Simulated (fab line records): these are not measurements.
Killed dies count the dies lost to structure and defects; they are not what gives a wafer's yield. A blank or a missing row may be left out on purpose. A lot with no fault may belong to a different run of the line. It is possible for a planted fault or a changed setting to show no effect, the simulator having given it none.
Struck lot and sound lot, side by side | flow nand-harc | 15 out of 1302 route steps
Sound: the wafers L887.3, L887.4, L887.6. Struck: wafers L909.3, L909.5 (left out: L909.4, a lot-mate that was not struck); the cause follows at the end.
Each step with rows lists, per side, the tool, then ch with its chambers, then its first start. Under that, the readings that differ: sound wafers | struck wafers | difference of the means | sigmas: that difference in standard deviations of wafers without a fault.
alike: same words and numbers on both sides, and readings whose means sit less than 2 such deviations apart. not compared: any withheld reading, any reading some wafer has no value for, any bound like >300 that may hide the same value, and any number with overlapping values for which the record gives no deviation.
The two part at a step that has a row with sigmas, a row that says differs or no value, or rows on one side only. When numbers do not overlap yet have no deviation, they are printed without sigmas and do not part them. Lack of a reading on every wafer of one side parts them only where that side has two or more wafers.

NHARC_P_M2_CD_MEAS_09: target cd 170 nm.
  sound on cd-sem-01 ch 0, day 7 00:20; struck on cd-sem-02 ch 0, day 15 16:41
  reading    | sound             | struck      | difference | sigmas
  cd-nm (nm) | 168.8 168.9 169.6 | 170.2 171.0 | +1.5       | +2
NHARC_P_M2_OVL_MEAS_10: pitch 340 nm.
  struck on overlay-02, day 15 16:46; sound on overlay-02, day 7 00:25
  alike: overlay-x-nm, overlay-y-nm
NHARC_P_M2_INSPECT_11:
  struck on defect-inspect-02, day 15 16:49; sound on defect-inspect-01, day 7 00:28
  alike: raw-defect-count
then, 1 step without rows for these wafers: NHARC_P_M2_DESCUM_14 (chemistry O2, time 3 s).
NHARC_P_M2_ETCH_35: etches the open film in N2/H2, target depth 40 nm, overetch 12 nm, time 43.94 s.
  sound on rie-diel-03 ch 2,3, day 7 00:36; struck on rie-diel-03 ch 0,1, day 15 16:57
  alike: drypump-motor-current-A, oes-product-au, rf-vpp-V, showerhead-plenum-p-Torr, throttle-valve-pct
  not compared: rf-hours-counter-h
NHARC_P_M2_ETCH_15: etches the open film in C4F8/Ar, target depth 182.5 nm, time 91.2 s.
  sound on rie-diel-03 ch 0,3; struck on rie-diel-03 ch 0,2
  alike: oes-product-au, rf-vpp-V
  not compared: rf-hours-counter-h
NHARC_P_M2_CD_MEAS_16:
  struck on cd-sem-03, day 15 17:11; sound on cd-sem-01, day 7 00:50
  alike: cd-nm
NHARC_P_M2_STRIP_18: strips in N2/H2.
  sound on rie-diel-05 ch 0,1,2, day 7 00:55; struck on rie-diel-05 ch 1, day 15 17:17
  alike: drypump-motor-current-A, oes-product-au, rf-vpp-V, showerhead-plenum-p-Torr, throttle-valve-pct
  not compared: rf-hours-counter-h
then, 3 steps without rows for these wafers: NHARC_P_M2_ETCH_28 (etches the open film in CF4/N2, target depth 30 nm, time 72.99 s); NHARC_P_M2_STRIP_19 (strips in post etch residue remover, time 600 s); NHARC_P_M2_DEGAS_29 (time 60 s).
NHARC_P_M2_PRE_CLEAN_30: time 30 s.
  sound on pvd-sputter-03; struck on pvd-sputter-02
  alike: heater-power-w
NHARC_P_M2_PVD_20: deposits TaN, target thk 5 nm, time 8.06 s.
  struck on pvd-sputter-02, day 15 18:05; sound on pvd-sputter-03, day 7 01:40
  reading    | sound          | struck        | difference | sigmas
  time-s (s) | 8.06 8.06 8.06 | 11.104 11.104 | +3.044     |
  alike: throttle-valve-pct
NHARC_P_M2_PVD_21: deposits Cu, target thk 30 nm, time 20.49 s.
  sound on pvd-sputter-03; struck on pvd-sputter-02
  alike: throttle-valve-pct
  not compared: time-s
NHARC_END_SORT_01:
  the record has rows for the sound wafers here (prober-02 ch 0, day 25 01:01) and none for the struck ones

== WHERE THEY PART ==
At NHARC_P_M2_CD_MEAS_09 first; at NHARC_END_SORT_01 last (within this record only).

WHY: the cause the simulator had injected
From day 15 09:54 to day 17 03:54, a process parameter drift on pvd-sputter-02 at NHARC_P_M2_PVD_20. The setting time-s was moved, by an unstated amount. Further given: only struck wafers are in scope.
